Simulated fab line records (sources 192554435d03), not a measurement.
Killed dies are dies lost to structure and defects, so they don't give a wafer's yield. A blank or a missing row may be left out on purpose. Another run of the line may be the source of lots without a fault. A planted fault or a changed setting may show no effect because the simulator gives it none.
What tool caused it? + flow n5Finfet + Sampling: 9 lots, 27 wafers, 3 of 1938 route steps

## WHAT THE GAUGES READ, wafer by wafer
N5_WELL_APT_CD_MEAS_08: the cd target is 200 nm.
| lot  | measured    | on       | cdNm (nm)         |
|------|-------------|----------|-------------------|
| L609 | day 1 19:41 | cdSem-03 | 199.6 198.3 198.6 |
| L610 | day 2 01:44 | cdSem-01 | 199.5 200.2 200.0 |
| L611 | day 2 07:41 | cdSem-03 | 200.4 198.2 196.9 |
| L617 | day 3 19:41 | cdSem-02 | 196.6 197.3 198.8 |
| L619 | day 4 07:34 | cdSem-03 | 191.4 193.7 192.7 |
| L620 | day 4 13:41 | cdSem-01 | 193.2 193.4 194.1 |
| L627 | day 6 07:50 | cdSem-01 | 198.4 199.3 199.9 |
| L629 | day 6 19:41 | cdSem-03 | 199.4 200.9 200.4 |
| L631 | day 7 08:14 | cdSem-02 | 200.2 199.7 197.0 |

## WHAT TOOL EACH LOT RAN ON (gives the tool, then ch and the chambers of the sampled wafers, and finally the start)
| lot  | N5_ZERO_LAYER_ETCH_17            | N5_WELL_APT_PEB_06              |
|------|----------------------------------|---------------------------------|
| L609 | rieDiel-04 ch 1,2, day 1 18:44   | lithoTrack-04 ch 0, day 1 19:35 |
| L610 | rieDiel-05 ch 3, day 2 00:44     | lithoTrack-04 ch 0, day 2 01:37 |
| L611 | rieDiel-05 ch 0,1, day 2 06:50   | lithoTrack-01 ch 0, day 2 07:34 |
| L617 | rieDiel-04 ch 0,2,3, day 3 18:43 | lithoTrack-01 ch 0, day 3 19:34 |
| L619 | rieDiel-01 ch 2,3, day 4 06:43   | lithoTrack-04 ch 0, day 4 07:26 |
| L620 | rieDiel-01 ch 1,2, day 4 12:50   | lithoTrack-04 ch 0, day 4 13:34 |
| L627 | rieDiel-05 ch 1,2,3, day 6 06:50 | lithoTrack-01 ch 0, day 6 07:43 |
| L629 | rieDiel-05 ch 0,1,2, day 6 18:43 | lithoTrack-01 ch 0, day 6 19:35 |
| L631 | rieDiel-01 ch 0,2,3, day 7 07:16 | lithoTrack-03 ch 0, day 7 08:07 |
- N5_ZERO_LAYER_ETCH_17: etches SiO2 in CF4, target depth 12 nm, time 13.3 s.
- N5_WELL_APT_PEB_06: peb time 90 s.

## THE ANSWER, worked out from the rows above alone
Rule: the usual values come from the lots themselves. Put in order of their means at a reading, lots are off if they are a third of the lots or fewer, leave a main group of 4 or more, and stand apart from it by a gap of 3 or more times the standard deviation of the main group's means; of several such gaps the widest counts. A main group is skipped when, at the precision printed for the reading in the tables above, its means are all equal. A lot without any number at a reading at which 4 lots or more have one is off too. All remaining lots with rows at the step are treated as sound.
Off, at N5_WELL_APT_CD_MEAS_08 on cdNm: L619, L620. Mean 199.0 nm and standard deviation 0.82 in the main group.
If a tool, at a process step before that reading, ran all the lots that are off and no sound lot after the first of them, it fits. Those tools and the gauges at N5_WELL_APT_CD_MEAS_08 are tried in the same way. One fits: N5_WELL_APT_PEB_06 on lithoTrack-04. A fault onset in the window from L610 (day 2 01:37, its last sound lot) to L619 (day 4 07:26, its first lot off) fits.

## WHAT HAD BEEN PUT IN BY THE SIMULATOR
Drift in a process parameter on lithoTrack-04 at N5_WELL_APT_PEB_06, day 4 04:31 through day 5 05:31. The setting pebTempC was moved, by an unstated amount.
Struck lots among those shown: L619, L620. The rule above found the same.
